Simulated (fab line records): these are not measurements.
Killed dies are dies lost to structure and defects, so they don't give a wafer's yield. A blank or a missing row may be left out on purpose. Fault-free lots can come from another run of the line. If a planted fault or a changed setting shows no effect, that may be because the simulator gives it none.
Matching of chambers + flow n5 finfet + rie diel-02 running N5_BEOL_M5_STRIP_64: 4 sister chambers
The step strips in CF4. 27 wafers are shown with their chamber, then 12 later ones without.

== WAFERS WITH THEIR CHAMBER ==
| wafer  | chamber | showerhead plenum p Torr (Torr) | drypump motor current A (A) | throttle valve pct (%) |
|--------|---------|---------------------------------|-----------------------------|------------------------|
| L076.1 | 3       | 1.91                            | 5.0                         | 13.59                  |
| L076.4 | 1       | 1.85                            | 5.6                         | 13.77                  |
| L076.5 | 1       | 1.85                            | 5.6                         | 13.78                  |
| L077.3 | 2       | 1.79                            | 5.7                         | 13.96                  |
| L077.5 | 3       | 1.91                            | 5.0                         | 13.60                  |
| L077.6 | 2       | 1.79                            | 5.6                         | 13.96                  |
| L079.2 | 2       | 1.79                            | 5.6                         | 13.97                  |
| L079.4 | 0       | 1.76                            | 5.8                         | 13.30                  |
| L079.6 | 0       | 1.76                            | 5.8                         | 13.30                  |
| L081.2 | 3       | 1.90                            | 5.0                         | 13.61                  |
| L081.3 | 0       | 1.76                            | 5.8                         | 13.31                  |
| L081.5 | 2       | 1.79                            | 5.7                         | 13.99                  |
| L083.2 | 3       | 1.90                            | 5.0                         | 13.62                  |
| L083.3 | 2       | 1.79                            | 5.6                         | 13.99                  |
| L083.5 | 2       | 1.79                            | 5.6                         | 13.99                  |
| L089.1 | 2       | 1.78                            | 5.6                         | 14.02                  |
| L089.2 | 1       | 1.84                            | 5.6                         | 13.83                  |
| L089.3 | 3       | 1.90                            | 5.0                         | 13.64                  |
| L089.4 | 0       | 1.76                            | 5.8                         | 13.34                  |
| L089.5 | 1       | 1.84                            | 5.6                         | 13.85                  |
| L089.6 | 0       | 1.76                            | 5.8                         | 13.35                  |
| L093.1 | 1       | 1.84                            | 5.6                         | 13.87                  |
| L093.2 | 3       | 1.90                            | 5.0                         | 13.67                  |
| L093.4 | 0       | 1.76                            | 5.8                         | 13.36                  |
| L094.1 | 1       | 1.84                            | 5.6                         | 13.86                  |
| L094.2 | 0       | 1.76                            | 5.7                         | 13.35                  |
| L094.3 | 3       | 1.90                            | 5.0                         | 13.68                  |

SIGNATURES, as means of the wafers listed above
| reading                  | chamber 0 | chamber 1 | chamber 2 | chamber 3 | scatter within a chamber |
|--------------------------|-----------|-----------|-----------|-----------|--------------------------|
| showerhead plenum p Torr | 1.7600    | 1.8433    | 1.7886    | 1.9029    | 0.00397                  |
| drypump motor current A  | 5.786     | 5.600     | 5.629     | 5.000     | 0.0315                   |
| throttle valve pct       | 13.3300   | 13.8267   | 13.9829   | 13.6300   | 0.0315                   |
Rule: a wafer lies at a distance from a chamber equal to the root of the sum of squares, over the readings, of (its reading less the chamber's mean, divided by the reading's scatter). The wafer belongs to the nearest chamber; if the next one is less than 2 further off, it can't be placed. The scatter: take each reading less its chamber's mean, square it, sum over the shown wafers, divide by the number of wafers less the number of chambers, and take the root.

== WAFERS WHOSE CHAMBER IS MISSING ==
| wafer  | showerhead plenum p Torr (Torr) | drypump motor current A (A) | throttle valve pct (%) |
|--------|---------------------------------|-----------------------------|------------------------|
| L095.1 | 1.78                            | 5.7                         | 14.06                  |
| L095.2 | 1.90                            | 5.0                         | 13.69                  |
| L095.3 | 1.76                            | 5.7                         | 13.39                  |
| L095.4 | 1.84                            | 5.6                         | 13.88                  |
| L095.5 | 1.84                            | 5.6                         | 13.87                  |
| L095.6 | 1.76                            | 5.7                         | 13.38                  |
| L096.3 | 1.78                            | 5.7                         | 14.06                  |
| L096.5 | 1.75                            | 5.8                         | 13.39                  |
| L096.6 | 1.90                            | 5.0                         | 13.70                  |
| L097.1 | 1.75                            | 5.8                         | 13.39                  |
| L097.5 | 1.84                            | 5.6                         | 13.89                  |
| L097.6 | 1.75                            | 5.8                         | 13.38                  |

== THE CHAMBER EACH PASSED THROUGH ==
| wafer  | from the rows above | in truth |
|--------|---------------------|----------|
| L095.1 | 2                   | 2        |
| L095.2 | 3                   | 3        |
| L095.3 | 0                   | 0        |
| L095.4 | 1                   | 1        |
| L095.5 | 1                   | 1        |
| L095.6 | 0                   | 0        |
| L096.3 | 2                   | 2        |
| L096.5 | 0                   | 0        |
| L096.6 | 3                   | 3        |
| L097.1 | 0                   | 0        |
| L097.5 | 1                   | 1        |
| L097.6 | 0                   | 0        |
12 of 12 placed correctly. Can't be placed from these rows: 0. 0 placed wrongly.
